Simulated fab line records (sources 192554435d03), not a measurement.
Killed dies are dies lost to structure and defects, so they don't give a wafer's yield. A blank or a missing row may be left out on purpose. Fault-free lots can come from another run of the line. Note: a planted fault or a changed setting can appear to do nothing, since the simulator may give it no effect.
Matching of chambers + flow n5Finfet + N5_WELL_APT_DESCUM_30 on rieDiel-02: 4 sister chambers
The step chemistry O2, time 7.9 s. 16 wafers are shown with their chamber, then 8 later ones without.

== WAFERS, EACH WITH ITS CHAMBER ==
| wafer  | chamber | throttleValvePct (%) | drypumpMotorCurrentA (A) | showerheadPlenumPTorr (Torr) |
|--------|---------|----------------------|--------------------------|------------------------------|
| L075.2 | 2       | 20.17                | 5.4                      | 2.07                         |
| L075.3 | 3       | 20.80                | 5.6                      | 2.09                         |
| L075.4 | 0       | 20.33                | 5.6                      | 2.10                         |
| L078.1 | 2       | 20.17                | 5.4                      | 2.07                         |
| L078.2 | 0       | 20.35                | 5.6                      | 2.10                         |
| L078.3 | 1       | 20.57                | 5.9                      | 2.18                         |
| L078.4 | 3       | 20.80                | 5.6                      | 2.09                         |
| L078.5 | 3       | 20.81                | 5.6                      | 2.09                         |
| L078.6 | 0       | 20.36                | 5.6                      | 2.10                         |
| L086.3 | 1       | 20.62                | 5.9                      | 2.17                         |
| L086.5 | 3       | 20.85                | 5.6                      | 2.08                         |
| L086.6 | 0       | 20.38                | 5.6                      | 2.09                         |
| L088.1 | 0       | 20.39                | 5.6                      | 2.09                         |
| L088.4 | 1       | 20.61                | 5.8                      | 2.17                         |
| L088.5 | 1       | 20.60                | 5.8                      | 2.17                         |
| L091.2 | 0       | 20.40                | 5.6                      | 2.09                         |

SIGNATURES (means of the wafers above)
| reading               | chamber 0 | chamber 1 | chamber 2 | chamber 3 | scatter within a chamber |
|-----------------------|-----------|-----------|-----------|-----------|--------------------------|
| throttleValvePct      | 20.3683   | 20.6000   | 20.1700   | 20.8150   | 0.0234                   |
| drypumpMotorCurrentA  | 5.600     | 5.850     | 5.400     | 5.600     | 0.0289                   |
| showerheadPlenumPTorr | 2.0950    | 2.1725    | 2.0700    | 2.0875    | 0.005                    |
Rule: a wafer's distance from a chamber is the root of the sum, over the readings, of the square of ((its reading less the chamber's mean) divided by the reading's scatter). The wafer belongs to the nearest chamber; if the next one is less than 2 further off, it can't be placed. How the scatter is found: for the shown wafers, subtract from each reading the mean of its chamber, square and add these, divide the total by (wafers less chambers), then take the root.

== WAFERS WHOSE CHAMBER IS MISSING ==
| wafer  | throttleValvePct (%) | drypumpMotorCurrentA (A) | showerheadPlenumPTorr (Torr) |
|--------|----------------------|--------------------------|------------------------------|
| L091.3 | 20.21                | 5.3                      | 2.06                         |
| L091.6 | 20.40                | 5.6                      | 2.09                         |
| L093.1 | 20.41                | 5.5                      | 2.09                         |
| L093.2 | 20.87                | 5.6                      | 2.08                         |
| L093.5 | 20.63                | 5.9                      | 2.17                         |
| L095.1 | 20.24                | 5.4                      | 2.05                         |
| L095.3 | 20.64                | 5.8                      | 2.16                         |
| L095.6 | 20.40                | 5.6                      | 2.09                         |

== WHICH CHAMBER EACH WENT THROUGH ==
| wafer  | from the rows above | in truth |
|--------|---------------------|----------|
| L091.3 | 2                   | 2        |
| L091.6 | 0                   | 0        |
| L093.1 | 0                   | 0        |
| L093.2 | 3                   | 3        |
| L093.5 | 1                   | 1        |
| L095.1 | 2                   | 2        |
| L095.3 | 1                   | 1        |
| L095.6 | 0                   | 0        |
Correct placement for 8 of the 8. From these rows, 0 cannot be placed. Number placed wrongly: 0.
